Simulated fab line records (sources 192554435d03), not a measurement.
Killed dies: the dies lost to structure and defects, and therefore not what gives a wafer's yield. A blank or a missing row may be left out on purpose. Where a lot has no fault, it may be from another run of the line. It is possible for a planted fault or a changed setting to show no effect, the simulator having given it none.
Matching of chambers	flow n5Finfet	rieDiel-01 running N5_ZERO_LAYER_ETCH_17: 4 sister chambers
The step etches SiO2 in CF4, target depth 12 nm, time 13.3 s. 16 wafers are shown with their chamber, then 8 later ones without.

## WAFERS, EACH WITH ITS CHAMBER
wafer	chamber	showerheadPlenumPTorr (Torr)	throttleValvePct (%)	oesProductAu (a.u.)
L074.2	2	2.20	15.60	0.89
L074.3	3	2.06	15.62	0.77
L074.6	2	2.20	15.61	0.88
L078.2	0	2.16	15.89	0.82
L078.3	3	2.06	15.67	0.77
L078.6	3	2.06	15.67	0.77
L079.1	1	2.22	15.58	0.74
L079.2	2	2.19	15.64	0.87
L079.5	0	2.16	15.87	0.82
L081.3	0	2.16	15.90	0.81
L081.4	2	2.19	15.65	0.87
L081.6	3	2.05	15.67	0.75
L083.1	0	2.16	15.90	0.81
L083.3	2	2.19	15.66	0.86
L083.5	0	2.16	15.90	0.81
L085.3	3	2.05	15.68	0.75

SIGNATURES (means of the wafers above)
reading	chamber 0	chamber 1	chamber 2	chamber 3	scatter within a chamber
showerheadPlenumPTorr	2.1600	2.2200	2.1940	2.0560	0.00447
throttleValvePct	15.8920	15.5800	15.6320	15.6620	0.0217
oesProductAu	0.8140	0.7400	0.8740	0.7620	0.00966
Rule: distance of a wafer from a chamber = root of the sum over the readings of ((wafer's reading minus chamber's mean) / reading's scatter) squared. If the next closest chamber is less than 2 further off than the closest, the wafer can't be placed; otherwise it belongs to the closest. The scatter is the square root of a quotient: the sum, over the shown wafers, of each reading's squared deviation from its chamber's mean, divided by wafers minus chambers.

## WAFERS MISSING THEIR CHAMBER
wafer	showerheadPlenumPTorr (Torr)	throttleValvePct (%)	oesProductAu (a.u.)
L085.5	2.19	15.67	0.85
L085.6	2.05	15.69	0.75
L093.2	2.19	15.68	0.83
L093.4	2.16	15.94	0.80
L093.6	2.16	15.94	0.79
L097.1	2.18	15.70	0.81
L097.3	2.21	15.65	0.71
L097.6	2.05	15.72	0.73

## WHICH CHAMBER EACH ONE RAN IN
wafer	from the rows above	in truth
L085.5	2	2
L085.6	3	3
L093.2	2	2
L093.4	0	0
L093.6	0	0
L097.1	can't be placed: 2 or 0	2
L097.3	1	1
L097.6	3	3
Correctly placed: 7 of 8. These rows do not allow placing 1 (true chamber among the candidates in 1). Wrongly placed: 0.
